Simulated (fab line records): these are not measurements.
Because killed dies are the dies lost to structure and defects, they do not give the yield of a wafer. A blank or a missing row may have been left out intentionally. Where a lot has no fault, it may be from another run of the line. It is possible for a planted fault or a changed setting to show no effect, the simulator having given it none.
Which tool did it? || flow n5_finfet || 29 wafers from 10 lots sampled at 4 of the route's 1938 steps

WHAT EACH GAUGE READ, for each wafer
N5_BEOL_M11_THK_MEAS_01.
{"lot": "L358", "measured": "day 10 04:26", "on": "film_metro-01", "M11_ILD_THK (nm)": "266 263 270"}
{"lot": "L359", "measured": "day 10 06:43", "on": "film_metro-02", "M11_ILD_THK (nm)": "265 265 268"}
{"lot": "L362", "measured": "day 11 11:35", "on": "film_metro-01", "M11_ILD_THK (nm)": "267 266 270"}
{"lot": "L363", "measured": "day 11 17:43", "on": "film_metro-02", "M11_ILD_THK (nm)": "262 268 269"}
{"lot": "L365", "measured": "day 12 10:23", "on": "film_metro-02", "M11_ILD_THK (nm)": "269 268 267"}
{"lot": "L366", "measured": "day 12 12:16", "on": "film_metro-02", "M11_ILD_THK (nm)": "264 273 271"}
{"lot": "L376", "measured": "day 14 11:17", "on": "film_metro-01", "M11_ILD_THK (nm)": "268 246"}
{"lot": "L380", "measured": "day 15 17:28", "on": "film_metro-02", "M11_ILD_THK (nm)": "268 272 270"}
{"lot": "L381", "measured": "day 15 18:14", "on": "film_metro-02", "M11_ILD_THK (nm)": "266 271 270"}
{"lot": "L379", "measured": "day 15 19:05", "on": "film_metro-02", "M11_ILD_THK (nm)": "265 263 267"}

TOOL THAT RAN EACH LOT (tool first, then ch and the chambers of the sampled wafers, then the start)
{"lot": "L358", "N5_BEOL_M10_ETCH_41": "rie_diel-06 ch 2,3, day 10 02:37 or earlier", "N5_BEOL_M10_SPUTTER_48": "pvd_sputter-01, day 10 02:37", "N5_BEOL_M11_ILD_DEP_00": "pecvd-02 ch 0,1, day 10 03:51"}
{"lot": "L359", "N5_BEOL_M10_ETCH_41": "rie_diel-06 ch 0,3, day 10 05:05 or earlier", "N5_BEOL_M10_SPUTTER_48": "pvd_sputter-01, day 10 05:05", "N5_BEOL_M11_ILD_DEP_00": "pecvd-01 ch 0,2, day 10 06:08"}
{"lot": "L362", "N5_BEOL_M10_ETCH_41": "rie_diel-04 ch 1,2, day 11 09:47 or earlier", "N5_BEOL_M10_SPUTTER_48": "pvd_sputter-02, day 11 09:47", "N5_BEOL_M11_ILD_DEP_00": "pecvd-02 ch 0,2, day 11 10:59"}
{"lot": "L363", "N5_BEOL_M10_ETCH_41": "rie_diel-04 ch 1,2, day 11 14:59 or earlier", "N5_BEOL_M10_SPUTTER_48": "pvd_sputter-01, day 11 14:59", "N5_BEOL_M11_ILD_DEP_00": "pecvd-02 ch 1,2, day 11 16:52"}
{"lot": "L365", "N5_BEOL_M10_ETCH_41": "rie_diel-06 ch 0,2,3, day 12 08:47 or earlier", "N5_BEOL_M10_SPUTTER_48": "pvd_sputter-02, day 12 08:47", "N5_BEOL_M11_ILD_DEP_00": "pecvd-02 ch 0,1,2, day 12 09:49"}
{"lot": "L366", "N5_BEOL_M10_ETCH_41": "rie_diel-04 ch 0,2, day 12 10:38 or earlier", "N5_BEOL_M10_SPUTTER_48": "pvd_sputter-03, day 12 10:38", "N5_BEOL_M11_ILD_DEP_00": "pecvd-01 ch 0,2, day 12 11:39"}
{"lot": "L376", "N5_BEOL_M10_ETCH_41": "rie_diel-02 ch 0, day 14 09:29 or earlier", "N5_BEOL_M10_SPUTTER_48": "pvd_sputter-01, day 14 09:29", "N5_BEOL_M11_ILD_DEP_00": "pecvd-01 ch 1,2, day 14 10:42"}
{"lot": "L380", "N5_BEOL_M10_ETCH_41": "rie_diel-06 ch 0,2, day 15 15:06 or earlier", "N5_BEOL_M10_SPUTTER_48": "pvd_sputter-01, day 15 15:06", "N5_BEOL_M11_ILD_DEP_00": "pecvd-02 ch 0,2, day 15 16:52"}
{"lot": "L381", "N5_BEOL_M10_ETCH_41": "rie_diel-02 ch 0,1, day 15 15:41 or earlier", "N5_BEOL_M10_SPUTTER_48": "pvd_sputter-01, day 15 15:41", "N5_BEOL_M11_ILD_DEP_00": "pecvd-02 ch 0,1,2, day 15 17:38"}
{"lot": "L379", "N5_BEOL_M10_ETCH_41": "rie_diel-04 ch 1,2,3, day 15 16:40 or earlier", "N5_BEOL_M10_SPUTTER_48": "pvd_sputter-02, day 15 16:40", "N5_BEOL_M11_ILD_DEP_00": "pecvd-02 ch 0,1,2, day 15 18:01"}
- N5_BEOL_M10_ETCH_41: etches SiCN in CH3F/O2, target depth 42.6 nm, time 86 s.
- N5_BEOL_M10_SPUTTER_48: material Cu, target thk 12 nm, time 2 s.
- N5_BEOL_M11_ILD_DEP_00: deposits SiCOH lowk from DEMS/porogen, target thk 308.51 nm, time 58 s.

WHAT THE TOOLS THEMSELVES READ (means of the sampled wafers that have a number; where no wafer has one, the mark that the record gives instead)
N5_BEOL_M10_ETCH_41.
{"lot": "L358", "tool": "rie_diel-06", "drypump_motor_current_A (A)": 5.4, "oes_product_au (a.u.)": 0.75, "rf_vpp_V (V)": 295.8, "showerhead_plenum_p_Torr (Torr)": 1.96, "throttle_valve_pct (%)": 16.43}
{"lot": "L359", "tool": "rie_diel-06", "drypump_motor_current_A (A)": 5.5, "oes_product_au (a.u.)": 0.70, "rf_vpp_V (V)": 297.0, "showerhead_plenum_p_Torr (Torr)": 1.98, "throttle_valve_pct (%)": 16.44}
{"lot": "L362", "tool": "rie_diel-04", "drypump_motor_current_A (A)": 5.3, "oes_product_au (a.u.)": 0.82, "rf_vpp_V (V)": 297.3, "showerhead_plenum_p_Torr (Torr)": 2.01, "throttle_valve_pct (%)": 16.22}
{"lot": "L363", "tool": "rie_diel-04", "drypump_motor_current_A (A)": 5.3, "oes_product_au (a.u.)": 0.81, "rf_vpp_V (V)": 297.7, "showerhead_plenum_p_Torr (Torr)": 2.01, "throttle_valve_pct (%)": 16.22}
{"lot": "L365", "tool": "rie_diel-06", "drypump_motor_current_A (A)": 5.6, "oes_product_au (a.u.)": 0.83, "rf_vpp_V (V)": 297.1, "showerhead_plenum_p_Torr (Torr)": 1.96, "throttle_valve_pct (%)": 16.27}
{"lot": "L366", "tool": "rie_diel-04", "drypump_motor_current_A (A)": 5.5, "oes_product_au (a.u.)": 0.84, "rf_vpp_V (V)": 298.1, "showerhead_plenum_p_Torr (Torr)": 2.03, "throttle_valve_pct (%)": 16.04}
{"lot": "L376", "tool": "rie_diel-02", "drypump_motor_current_A (A)": 5.0, "oes_product_au (a.u.)": 0.85, "rf_vpp_V (V)": 299.8, "showerhead_plenum_p_Torr (Torr)": 2.13, "throttle_valve_pct (%)": 16.23}
{"lot": "L380", "tool": "rie_diel-06", "drypump_motor_current_A (A)": 6.0, "oes_product_au (a.u.)": 0.83, "rf_vpp_V (V)": 297.1, "showerhead_plenum_p_Torr (Torr)": 1.94, "throttle_valve_pct (%)": 16.24}
{"lot": "L381", "tool": "rie_diel-02", "drypump_motor_current_A (A)": 5.6, "oes_product_au (a.u.)": 0.85, "rf_vpp_V (V)": 299.3, "showerhead_plenum_p_Torr (Torr)": 2.06, "throttle_valve_pct (%)": 16.22}
{"lot": "L379", "tool": "rie_diel-04", "drypump_motor_current_A (A)": 5.4, "oes_product_au (a.u.)": 0.84, "rf_vpp_V (V)": 297.4, "showerhead_plenum_p_Torr (Torr)": 1.99, "throttle_valve_pct (%)": 16.23}

N5_BEOL_M10_SPUTTER_48.
{"lot": "L358", "tool": "pvd_sputter-01", "chamber_pressure_pa (Pa)": 0.12991, "throttle_valve_pct (%)": 29.9}
{"lot": "L359", "tool": "pvd_sputter-01", "chamber_pressure_pa (Pa)": 0.12983, "throttle_valve_pct (%)": 29.7}
{"lot": "L362", "tool": "pvd_sputter-02", "chamber_pressure_pa (Pa)": 0.12993, "throttle_valve_pct (%)": 30.5}
{"lot": "L363", "tool": "pvd_sputter-01", "chamber_pressure_pa (Pa)": 0.13004, "throttle_valve_pct (%)": 29.6}
{"lot": "L365", "tool": "pvd_sputter-02", "chamber_pressure_pa (Pa)": 0.12993, "throttle_valve_pct (%)": 30.0}
{"lot": "L366", "tool": "pvd_sputter-03", "chamber_pressure_pa (Pa)": 0.13004, "throttle_valve_pct (%)": 30.0}
{"lot": "L376", "tool": "pvd_sputter-01", "chamber_pressure_pa (Pa)": 0.13017, "throttle_valve_pct (%)": 30.4}
{"lot": "L380", "tool": "pvd_sputter-01", "chamber_pressure_pa (Pa)": 0.13016, "throttle_valve_pct (%)": 30.3}
{"lot": "L381", "tool": "pvd_sputter-01", "chamber_pressure_pa (Pa)": 0.12983, "throttle_valve_pct (%)": 30.2}
{"lot": "L379", "tool": "pvd_sputter-02", "chamber_pressure_pa (Pa)": 0.13008, "throttle_valve_pct (%)": 30.3}

N5_BEOL_M11_ILD_DEP_00.
{"lot": "L358", "tool": "pecvd-02", "heater_power_w (W)": 343, "showerhead_plenum_p_Torr (Torr)": 5.746, "throttle_valve_pct (%)": 13.6}
{"lot": "L359", "tool": "pecvd-01", "heater_power_w (W)": 363, "showerhead_plenum_p_Torr (Torr)": 5.738, "throttle_valve_pct (%)": 13.2}
{"lot": "L362", "tool": "pecvd-02", "heater_power_w (W)": 352, "showerhead_plenum_p_Torr (Torr)": 5.742, "throttle_valve_pct (%)": 14.1}
{"lot": "L363", "tool": "pecvd-02", "heater_power_w (W)": 326, "showerhead_plenum_p_Torr (Torr)": 5.738, "throttle_valve_pct (%)": 13.9}
{"lot": "L365", "tool": "pecvd-02", "heater_power_w (W)": 354, "showerhead_plenum_p_Torr (Torr)": 5.753, "throttle_valve_pct (%)": 13.7}
{"lot": "L366", "tool": "pecvd-01", "heater_power_w (W)": 333, "showerhead_plenum_p_Torr (Torr)": 5.739, "throttle_valve_pct (%)": 13.0}
{"lot": "L376", "tool": "pecvd-01", "heater_power_w (W)": 388, "showerhead_plenum_p_Torr (Torr)": 5.729, "throttle_valve_pct (%)": 13.4}
{"lot": "L380", "tool": "pecvd-02", "heater_power_w (W)": 382, "showerhead_plenum_p_Torr (Torr)": 5.749, "throttle_valve_pct (%)": 14.0}
{"lot": "L381", "tool": "pecvd-02", "heater_power_w (W)": 368, "showerhead_plenum_p_Torr (Torr)": 5.747, "throttle_valve_pct (%)": 13.9}
{"lot": "L379", "tool": "pecvd-02", "heater_power_w (W)": 374, "showerhead_plenum_p_Torr (Torr)": 5.750, "throttle_valve_pct (%)": 13.9}

THE ANSWER, worked out from the rows above alone
Rule: what is usual is taken from the lots themselves. Put in order of their means at a reading, lots are off if they are a third of the lots or fewer, leave a main group of 4 or more, and stand apart from it by a gap of 3 or more times the standard deviation of the main group's means; of several such gaps the widest counts. The tables above print the reading to a certain number of digits; a main group whose means all agree to those digits is not used. A lot without any number at a reading at which 4 lots or more have one is off too. Where the step has rows for the other lots, those lots are counted as sound. Order of review: gauges by route order, followed by the tools' own readings, for which a lot's mean as printed above is used. At the first step where some lot is off, the reading lying furthest off is the one used; lots without a number count as furthest.
Off: L376, seen at N5_BEOL_M11_THK_MEAS_01 (M11_ILD_THK). The main group: mean 268 nm, standard deviation 1.6.
A tool fits if, at a process step before that reading, it ran every lot that is off, and no sound lot after the first of them. The gauges at N5_BEOL_M11_THK_MEAS_01 are tried like those tools. Because N5_BEOL_M10_ETCH_41 lacks a start for some lots, the hours and order of its lots are taken from N5_BEOL_M10_SPUTTER_48. Can't be told from this: 2 tools fit, pecvd-01 at N5_BEOL_M11_ILD_DEP_00, film_metro-01 at N5_BEOL_M11_THK_MEAS_01.

WHAT THE SIMULATOR HAD INSERTED
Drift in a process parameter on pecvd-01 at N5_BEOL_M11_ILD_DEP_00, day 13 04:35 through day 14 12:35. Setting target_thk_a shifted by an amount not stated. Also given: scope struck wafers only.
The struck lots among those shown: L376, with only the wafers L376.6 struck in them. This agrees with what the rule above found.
